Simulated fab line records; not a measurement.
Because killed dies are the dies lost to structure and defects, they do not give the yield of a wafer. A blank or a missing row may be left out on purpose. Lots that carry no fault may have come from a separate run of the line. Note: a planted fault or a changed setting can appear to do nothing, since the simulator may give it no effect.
Chamber matching + flow n5 finfet + N5_MOL_CONTACT_COAG_CMP_28 on cmp-02 has 4 sister chambers
The step polishes, stops on SiNx, t overpolish 0.85 s, target thk 14.522 nm. 4 wafers are shown with their chamber, then 8 later ones without.

WAFERS PAIRED WITH THEIR CHAMBERS
| wafer  | chamber | motor current A (A) |
|--------|---------|---------------------|
| L604.3 | 3       | 12.4                |
| L608.2 | 0       | 10.9                |
| L608.3 | 1       | 12.7                |
| L622.1 | 2       | 11.5                |

WAFERS WHOSE CHAMBER IS MISSING
| wafer  | motor current A (A) |
|--------|---------------------|
| L622.2 | 13.0                |
| L622.4 | 11.8                |
| L623.1 | 12.6                |
| L623.5 | 11.3                |
| L623.6 | 11.8                |
| L624.2 | 12.7                |
| L624.5 | 12.2                |
| L624.6 | 11.9                |

CHAMBER TAKEN BY EACH
| wafer  | from the rows above          | in truth |
|--------|------------------------------|----------|
| L622.2 | can't be placed: 1 or 3      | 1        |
| L622.4 | can't be placed: 2 or 3      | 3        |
| L623.1 | can't be placed: 1 or 3      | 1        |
| L623.5 | can't be placed: 2 or 0      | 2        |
| L623.6 | can't be placed: 2 or 3      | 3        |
| L624.2 | can't be placed: 1 or 3      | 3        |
| L624.5 | can't be placed: 3 or 1 or 2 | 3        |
| L624.6 | can't be placed: 2 or 3 or 1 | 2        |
Placed correctly: 0 of 8. Can't be placed from these rows: 8 (the true chamber is among the candidates in 8). Wrongly placed: 0.
How it was worked out, from the rows above alone: a wafer's distance from a chamber is the root of the sum, over the readings, of the square of ((its reading less the chamber's mean) divided by the reading's scatter). The wafer belongs to the nearest chamber; if the next one is less than 2 further off, it can't be placed. For every chamber, the mean is computed from those of its wafers that are shown. The scatter (one wafer shown for each chamber): square how far every hidden wafer sits from the nearest shown wafer, average those squares and take the square root.
